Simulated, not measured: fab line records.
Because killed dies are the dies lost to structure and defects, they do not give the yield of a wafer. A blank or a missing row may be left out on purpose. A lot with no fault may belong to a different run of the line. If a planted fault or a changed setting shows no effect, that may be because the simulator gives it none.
Chamber matching + flow nand-harc + NHARC_P_M2_DESCUM_14 on rie-diel-10: 4 sister chambers
The step chemistry O2, time 3 s. 8 wafers are shown with their chamber, then 7 later ones without.

## EACH WAFER AND ITS CHAMBER
| wafer  | chamber | drypump-motor-current-A (A) | oes-product-au (a.u.) |
|--------|---------|-----------------------------|-----------------------|
| L439.1 | 3       | 5.6                         | 1.016                 |
| L439.2 | 1       | 5.8                         | 1.015                 |
| L438.5 | 1       | 5.8                         | 1.004                 |
| L441.2 | 3       | 5.6                         | 1.007                 |
| L445.3 | 0       | 5.7                         | 1.003                 |
| L445.6 | 2       | 5.4                         | 0.981                 |
| L453.2 | 2       | 5.5                         | 1.008                 |
| L453.4 | 0       | 5.7                         | 0.995                 |

## WAFERS MISSING THEIR CHAMBER
| wafer  | drypump-motor-current-A (A) | oes-product-au (a.u.) |
|--------|-----------------------------|-----------------------|
| L453.5 | 5.7                         | 1.018                 |
| L460.1 | 5.7                         | 0.985                 |
| L460.4 | 5.8                         | 1.006                 |
| L460.6 | 5.7                         | 0.990                 |
| L461.1 | 5.7                         | 0.984                 |
| L461.4 | 5.6                         | 1.012                 |
| L461.6 | 5.5                         | 0.999                 |

## WHICH CHAMBER EACH ONE RAN IN
| wafer  | from the rows above          | in truth |
|--------|------------------------------|----------|
| L453.5 | can't be placed: 0 or 3 or 1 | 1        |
| L460.1 | 0                            | 0        |
| L460.4 | 1                            | 1        |
| L460.6 | 0                            | 0        |
| L461.1 | 0                            | 0        |
| L461.4 | 3                            | 3        |
| L461.6 | can't be placed: 2 or 3      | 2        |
Correct placement for 5 of the 7. From these rows, 2 cannot be placed; in 2 the true chamber is one of the candidates. Wrongly placed: 0.
How it was worked out, from the rows above alone: a wafer's distance from a chamber is the root of the sum, over the readings, of the square of ((its reading less the chamber's mean) divided by the reading's scatter). The wafer belongs to the nearest chamber; if the next one is less than 2 further off, it can't be placed. Each chamber's mean is taken over the wafers shown for it. How the scatter is found: for the shown wafers, subtract from each reading the mean of its chamber, square and add these, divide the total by (wafers less chambers), then take the root.
